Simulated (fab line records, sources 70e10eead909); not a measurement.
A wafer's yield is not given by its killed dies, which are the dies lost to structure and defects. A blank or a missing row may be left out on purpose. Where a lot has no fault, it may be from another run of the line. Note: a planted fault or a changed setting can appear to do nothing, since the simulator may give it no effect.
Chamber matching / flow nand harc / cmp-01 running NHARC_P_M1_CMP_23: 4 sister chambers
The step polishes, t overpolish 20 s, target thk 157.82 nm. 20 wafers are shown with their chamber, then 10 later ones without.

## WAFERS PAIRED WITH THEIR CHAMBERS
wafer=L076.1; chamber=0; motor current A (A)=10.3; time to endpoint s (s)=25.1
wafer=L076.2; chamber=3; motor current A (A)=13.6; time to endpoint s (s)=26.8
wafer=L076.4; chamber=1; motor current A (A)=13.2; time to endpoint s (s)=29.7
wafer=L076.3; chamber=2; motor current A (A)=13.9; time to endpoint s (s)=23.7
wafer=L076.5; chamber=1; motor current A (A)=14.3; time to endpoint s (s)=28.3
wafer=L076.6; chamber=2; motor current A (A)=13.8; time to endpoint s (s)=25.9
wafer=L083.3; chamber=2; motor current A (A)=13.3; time to endpoint s (s)=31.1
wafer=L083.5; chamber=1; motor current A (A)=13.9; time to endpoint s (s)=32.9
wafer=L083.6; chamber=0; motor current A (A)=10.5; time to endpoint s (s)=29.6
wafer=L085.1; chamber=0; motor current A (A)=10.1; time to endpoint s (s)=32.1
wafer=L085.3; chamber=2; motor current A (A)=14.5; time to endpoint s (s)=26.8
wafer=L085.5; chamber=1; motor current A (A)=13.5; time to endpoint s (s)=31.1
wafer=L088.3; chamber=3; motor current A (A)=13.6; time to endpoint s (s)=29.9
wafer=L088.4; chamber=2; motor current A (A)=13.3; time to endpoint s (s)=30.7
wafer=L088.6; chamber=2; motor current A (A)=13.9; time to endpoint s (s)=26.6
wafer=L090.3; chamber=1; motor current A (A)=13.2; time to endpoint s (s)=34.4
wafer=L090.4; chamber=3; motor current A (A)=13.4; time to endpoint s (s)=33.4
wafer=L090.5; chamber=0; motor current A (A)=10.2; time to endpoint s (s)=29.2
wafer=L091.3; chamber=0; motor current A (A)=10.5; time to endpoint s (s)=28.2
wafer=L091.5; chamber=1; motor current A (A)=14.3; time to endpoint s (s)=31.4

SIGNATURES (means of the wafers above)
reading=motor current A; chamber 0=10.320; chamber 1=13.733; chamber 2=13.783; chamber 3=13.533; scatter within a chamber=0.392
reading=time to endpoint s; chamber 0=28.840; chamber 1=31.300; chamber 2=27.467; chamber 3=30.033; scatter within a chamber=2.66
Rule: distance of a wafer from a chamber = root of the sum over the readings of ((wafer's reading minus chamber's mean) / reading's scatter) squared. If the next closest chamber is less than 2 further off than the closest, the wafer can't be placed; otherwise it belongs to the closest. The scatter: take each reading less its chamber's mean, square it, sum over the shown wafers, divide by the number of wafers less the number of chambers, and take the root.

## WAFERS MISSING THEIR CHAMBER
wafer=L091.6; motor current A (A)=10.2; time to endpoint s (s)=31.2
wafer=L094.2; motor current A (A)=13.8; time to endpoint s (s)=30.9
wafer=L094.3; motor current A (A)=10.6; time to endpoint s (s)=29.2
wafer=L094.6; motor current A (A)=13.2; time to endpoint s (s)=33.0
wafer=L094.1; motor current A (A)=13.6; time to endpoint s (s)=31.1
wafer=L094.4; motor current A (A)=13.5; time to endpoint s (s)=30.6
wafer=L094.5; motor current A (A)=10.7; time to endpoint s (s)=29.0
wafer=L097.1; motor current A (A)=13.4; time to endpoint s (s)=32.9
wafer=L097.5; motor current A (A)=10.4; time to endpoint s (s)=30.0
wafer=L097.6; motor current A (A)=14.3; time to endpoint s (s)=32.2

## THE CHAMBER EACH PASSED THROUGH
wafer=L091.6; from the rows above=0; in truth=0
wafer=L094.2; from the rows above=can't be placed: 1 or 3 or 2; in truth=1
wafer=L094.3; from the rows above=0; in truth=0
wafer=L094.6; from the rows above=can't be placed: 3 or 1 or 2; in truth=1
wafer=L094.1; from the rows above=can't be placed: 1 or 3 or 2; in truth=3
wafer=L094.4; from the rows above=can't be placed: 3 or 1 or 2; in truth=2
wafer=L094.5; from the rows above=0; in truth=0
wafer=L097.1; from the rows above=can't be placed: 1 or 3 or 2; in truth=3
wafer=L097.5; from the rows above=0; in truth=0
wafer=L097.6; from the rows above=can't be placed: 1 or 3 or 2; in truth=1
Placed correctly: 4 of 10. From these rows, 6 cannot be placed; in 6 the true chamber is one of the candidates. 0 placed wrongly.
